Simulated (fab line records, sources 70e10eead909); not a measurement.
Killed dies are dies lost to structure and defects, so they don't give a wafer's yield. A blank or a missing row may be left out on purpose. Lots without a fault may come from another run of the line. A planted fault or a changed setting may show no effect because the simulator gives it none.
One fault seen from 2 desks | flow nand_harc | each desk has only its own numbers; what lay behind them comes last

THE TOOL OWNER'S DESK: arfi_scanner-02
The tool's own readings at NHARC_A_CONTACT_EXPOSE_39 (exposes mask A CC 3): means of the sampled wafers that have a number, for each lot that ran on this tool. A lot is out of limits, marked OUT, if its mean lies more than 4 standard deviations from the usual mean; the brackets give that distance.
Columns: A = exposure_dose_mJ_cm2 at NHARC_A_CONTACT_EXPOSE_39, usual 58.75
lot  | first seen here | A
L936 | day 16 12:41    | 58.76
L939 | day 17 14:22    | 58.77
L940 | day 17 19:43    | 58.79
L944 | day 19 08:37    | 58.79
L950 | day 21 16:59    | 76.62 (+99 or more) OUT
L954 | day 22 03:29    | 73.03 (+99 or more) OUT
This desk's finding: out of limits on L950, L954; first on L950, day 21 16:59 (exposure_dose_mJ_cm2 at NHARC_A_CONTACT_EXPOSE_39). In limits: L936, L939, L940, L944.

THE METROLOGY DESK
What the gauges read, lot by lot, whatever tool the lot ran on: means of the sampled wafers that have a number. A lot is out of limits, marked OUT, if its mean lies more than 4 standard deviations from the usual mean; the brackets give that distance.
Columns: A = cd_nm at NHARC_A_CONTACT_CD_MEAS_42, usual 200.2 nm
lot  | first seen here | A
L933 | day 15 19:08    | 200.3
L936 | day 16 12:49    | 200.5
L939 | day 17 14:31    | 200.9
L940 | day 17 19:51    | 200.1
L941 | day 18 17:31    | 200.1
L944 | day 19 08:45    | 200.5
L949 | day 19 21:52    | 200.3
L955 | day 21 16:51    | 200.5
L950 | day 21 17:08    | 213.9 (+25) OUT
L956 | day 21 20:50    | 199.5
L954 | day 22 03:38    | 211.9 (+21) OUT
This desk's finding: out of limits on L950, L954; first on L950, day 21 17:08 (cd_nm at NHARC_A_CONTACT_CD_MEAS_42). In limits: L933, L936, L939, L940, L941, L944, L949, L955, L956.

PUT TOGETHER
The tool owner's desk could have raised an alarm at day 21 16:59, on L950, L954.
The metrology desk could have raised an alarm at day 21 17:08, on L950, L954.
Of the lots named, all ran NHARC_A_CONTACT_EXPOSE_39 on arfi_scanner-02.

WHAT THE SIMULATOR HAD PUT IN
Process parameter drift: arfi_scanner-02, from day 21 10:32 on, at NHARC_A_CONTACT_EXPOSE_39. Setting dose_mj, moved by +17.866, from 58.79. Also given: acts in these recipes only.
Lots struck among those shown: L950, L954.
Hours from the fault's start to each desk's first reading out of limits: the tool owner's desk, 6; the metrology desk, 7.
